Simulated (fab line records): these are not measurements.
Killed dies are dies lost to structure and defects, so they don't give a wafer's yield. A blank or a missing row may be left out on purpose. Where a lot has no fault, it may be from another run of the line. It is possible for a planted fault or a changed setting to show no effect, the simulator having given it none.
Matching of chambers ; flow n5Finfet ; 4 sister chambers for N5_SD_EPI_N_ETCH_34 on rieDiel-05
The step etches SiARC in CF4, target depth 45.5 nm, time 75.8 s. 24 wafers are shown with their chamber, then 12 later ones without.

## WAFERS, EACH WITH ITS CHAMBER
wafer;chamber;showerheadPlenumPTorr (Torr);throttleValvePct (%);oesProductAu (a.u.)
L077.2;0;2.17;15.79;0.71
L077.5;3;2.26;15.30;0.74
L077.6;2;2.22;15.35;0.65
L078.1;1;2.18;15.61;0.76
L078.3;0;2.17;15.79;0.71
L078.6;1;2.18;15.59;0.76
L080.1;1;2.18;15.61;0.74
L080.2;2;2.22;15.35;0.65
L080.4;0;2.17;15.80;0.70
L081.2;1;2.18;15.61;0.75
L081.5;3;2.25;15.34;0.74
L081.6;0;2.17;15.78;0.71
L082.1;2;2.22;15.36;0.65
L082.2;3;2.25;15.34;0.74
L082.3;0;2.17;15.78;0.71
L083.3;0;2.17;15.81;0.70
L083.4;1;2.18;15.61;0.75
L083.5;3;2.25;15.33;0.73
L084.3;1;2.18;15.64;0.74
L084.4;3;2.25;15.32;0.72
L084.6;3;2.25;15.33;0.72
L088.1;1;2.18;15.64;0.73
L088.3;2;2.22;15.40;0.63
L088.5;1;2.18;15.64;0.73

SIGNATURES (means of the wafers above)
reading;chamber 0;chamber 1;chamber 2;chamber 3;scatter within a chamber
showerheadPlenumPTorr;2.1700;2.1800;2.2200;2.2517;0.00204
throttleValvePct;15.7917;15.6188;15.3650;15.3267;0.0173
oesProductAu;0.7067;0.7450;0.6450;0.7317;0.00979
Rule: a wafer's distance from a chamber is the root of the sum, over the readings, of the square of ((its reading less the chamber's mean) divided by the reading's scatter). If the next closest chamber is less than 2 further off than the closest, the wafer can't be placed; otherwise it belongs to the closest. How the scatter is found: for the shown wafers, subtract from each reading the mean of its chamber, square and add these, divide the total by (wafers less chambers), then take the root.

## WAFERS WITHOUT THEIR CHAMBER
wafer;showerheadPlenumPTorr (Torr);throttleValvePct (%);oesProductAu (a.u.)
L089.1;2.18;15.63;0.73
L089.5;2.18;15.65;0.72
L089.6;2.16;15.84;0.69
L091.1;2.17;15.66;0.72
L091.2;2.25;15.37;0.71
L091.6;2.17;15.67;0.72
L092.1;2.17;15.67;0.72
L092.3;2.21;15.39;0.62
L092.4;2.16;15.85;0.68
L097.1;2.24;15.37;0.70
L097.3;2.17;15.70;0.71
L097.5;2.21;15.40;0.62

## WHICH CHAMBER EACH WENT THROUGH
wafer;from the rows above;in truth
L089.1;1;1
L089.5;1;1
L089.6;0;0
L091.1;can't be placed: 1 or 0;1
L091.2;3;3
L091.6;can't be placed: 1 or 0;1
L092.1;can't be placed: 1 or 0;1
L092.3;2;2
L092.4;0;0
L097.1;3;3
L097.3;0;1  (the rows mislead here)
L097.5;2;2
Placed correctly: 8 of 12. From these rows, 3 cannot be placed; in 3 the true chamber is one of the candidates. 1 placed wrongly.
